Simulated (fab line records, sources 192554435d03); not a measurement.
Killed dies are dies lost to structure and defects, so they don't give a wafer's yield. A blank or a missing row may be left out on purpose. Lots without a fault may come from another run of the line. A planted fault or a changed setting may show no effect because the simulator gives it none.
Split-lot experiment | flow n5_finfet | 7 lots, 21 wafers read, on a route of 1938 steps

THE SPLIT
At N5_WELL_APT_COAT_19 (resist thk 950 nm), the setting spin_rpm was moved away from the recipe's 1357 rpm on 6 of the 21 wafers read, by -8.0% to +10.2%. The other wafers ran this setting at the recipe's value.

The reading is taken at the split's own step.

THE READING
coat_of_WELL_APT_COAT_19.thk_nm (the simulator's own value, which no gauge read), in nm, at N5_WELL_APT_COAT_19 (resist thk 950 nm). The file gives no usual value for it. The 15 wafers here that ran the recipe average 950.3 nm, standard deviation 1.7 nm.

wafer  | tool, chamber at the split | spin_rpm as run, rpm | against the recipe | coat_of_WELL_APT_COAT_19.thk_nm, nm | against lot-mates on the recipe
L076.4 | litho_track-05, 0          | 1249                 | -8.0%              | 992                                 | +40.9
L076.5 | litho_track-05, 0          | 1357                 | recipe             | 951.1                               | -
L076.6 | litho_track-05, 0          | 1249                 | -8.0%              | 988.8                               | +37.7
L079.2 | litho_track-01, 0          | 1357                 | recipe             | 950.5                               | -
L079.3 | litho_track-01, 0          | 1357                 | recipe             | 950                                 | -
L079.4 | litho_track-01, 0          | 1357                 | recipe             | 950.7                               | -
L080.1 | litho_track-02, 0          | 1496                 | +10.2%             | 906.7                               | -44.1
L080.3 | litho_track-02, 0          | 1357                 | recipe             | 950.8                               | -
L080.6 | litho_track-02, 0          | 1496                 | +10.2%             | 910.3                               | -40.5
L084.1 | litho_track-02, 0          | 1357                 | recipe             | 946.9                               | -
L084.2 | litho_track-02, 0          | 1357                 | recipe             | 952.8                               | -
L084.4 | litho_track-02, 0          | 1357                 | recipe             | 950.9                               | -
L087.2 | litho_track-02, 0          | 1357                 | recipe             | 950.9                               | -
L087.3 | litho_track-02, 0          | 1357                 | recipe             | 948.9                               | -
L087.4 | litho_track-02, 0          | 1357                 | recipe             | 951.5                               | -
L088.3 | litho_track-01, 0          | 1357                 | recipe             | 946.5                               | -
L088.4 | litho_track-01, 0          | 1265                 | -6.8%              | 978.9                               | +30.8
L088.5 | litho_track-01, 0          | 1357                 | recipe             | 949.8                               | -
L092.1 | litho_track-05, 0          | 1357                 | recipe             | 952.5                               | -
L092.2 | litho_track-05, 0          | 1481                 | +9.1%              | 909                                 | -42.6
L092.3 | litho_track-05, 0          | 1357                 | recipe             | 950.7                               | -

THE FIT
A straight line over all 21 wafers: coat_of_WELL_APT_COAT_19.thk_nm changes by -4.44 nm for each +1% of spin_rpm; r = -0.99; the points scatter about the line by 2.5 nm.
The same after taking each lot's own level away (the mean of its wafers on the recipe; 21 wafers): -4.49 nm for each +1%; r = -1.00; scatter 2.1 nm.
On that fit, the largest move of spin_rpm shifts the reading by 46 nm.
The lots' own levels span 948.15 to 951.60 nm, that is 2.0 times the standard deviation above.
So the lot-to-lot level changes the slope little: the two slopes agree.
Check: with one of the wafers moved furthest among these (+10.2%) left out of the fit, the line predicts -45.9 nm for it against its lot-mates. It came out at -44.1 nm against them.

OTHER SPLITS ON THESE WAFERS
These wafers also went through other splits before the reading. Each is held against what the fit with the lots' levels taken away leaves over:
other split on the same wafers | wafers away from the commonest value | r with coat_of_WELL_APT_COAT_19.thk_nm (lot level and that fit taken away)
N5_WELL_APT_COAT_02 spin_rpm   | 5                                    | -0.10
N5_WELL_APT_PEB_06 peb_time_s  | 4                                    | -0.11

THE FILE'S OWN FIT
coat_of_WELL_APT_COAT_19.thk_nm changes by -4.52 nm for each +1% of spin_rpm, r = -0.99.
